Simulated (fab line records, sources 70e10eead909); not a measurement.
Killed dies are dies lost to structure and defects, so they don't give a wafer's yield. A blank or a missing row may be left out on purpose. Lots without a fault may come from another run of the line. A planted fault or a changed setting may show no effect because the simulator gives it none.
Chamber matching | flow nand_harc | NHARC_A_CHANNEL_FILL_D1_CMP_10 on cmp-03: 4 sister chambers
The step polishes, target thk 150 nm. 16 wafers are shown with their chamber, then 8 later ones without.

WAFERS WITH THEIR CHAMBER
wafer  | chamber | time_to_endpoint_s (s) | motor_current_A (A)
L741.2 | 3       | 17.6                   | 11.2
L741.3 | 0       | 17.6                   | 11.9
L741.6 | 3       | 14.6                   | 12.0
L743.1 | 0       | 18.5                   | 12.1
L743.3 | 1       | 14.7                   | 13.3
L743.6 | 0       | 17.4                   | 12.7
L745.3 | 3       | 14.8                   | 11.5
L745.4 | 0       | 17.9                   | 12.0
L745.6 | 0       | 18.6                   | 12.3
L748.2 | 3       | 15.4                   | 11.7
L748.3 | 1       | 13.9                   | 12.6
L748.4 | 2       | 12.8                   | 12.4
L750.1 | 3       | 14.8                   | 11.6
L750.2 | 1       | 12.7                   | 13.0
L750.5 | 2       | 12.9                   | 11.1
L755.2 | 1       | 12.5                   | 12.8

SIGNATURES (means of the wafers above)
reading            | chamber 0 | chamber 1 | chamber 2 | chamber 3 | scatter within a chamber
time_to_endpoint_s | 18.000    | 13.450    | 12.850    | 15.440    | 0.938
motor_current_A    | 12.200    | 12.925    | 11.750    | 11.600    | 0.393
Rule: a wafer's distance from a chamber is the root of the sum, over the readings, of the square of ((its reading less the chamber's mean) divided by the reading's scatter). The wafer belongs to the nearest chamber; if the next one is less than 2 further off, it can't be placed. The scatter: the root of (the sum of the squares of (reading less its chamber's mean) over the shown wafers, divided by (wafers less chambers)).

WAFERS WITHOUT THEIR CHAMBER
wafer  | time_to_endpoint_s (s) | motor_current_A (A)
L755.5 | 15.4                   | 12.1
L755.6 | 10.1                   | 12.7
L761.1 | 16.5                   | 13.8
L761.2 | 16.0                   | 11.6
L761.4 | 15.5                   | 12.3
L763.1 | 16.6                   | 11.9
L763.2 | 16.7                   | 12.6
L763.5 | 16.3                   | 11.3

WHICH CHAMBER EACH WENT THROUGH
wafer  | from the rows above               | in truth
L755.5 | can't be placed: 3 or 0 or 2 or 1 | 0
L755.6 | can't be placed: 1 or 2           | 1
L761.1 | can't be placed: 1 or 0 or 3      | 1
L761.2 | 3                                 | 3
L761.4 | can't be placed: 3 or 0 or 1 or 2 | 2
L763.1 | can't be placed: 3 or 0           | 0
L763.2 | can't be placed: 0 or 3 or 1      | 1
L763.5 | can't be placed: 3 or 0           | 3
Placed correctly: 1 of 8. Can't be placed from these rows: 7 (the true chamber is among the candidates in 7). Placed wrongly: 0.
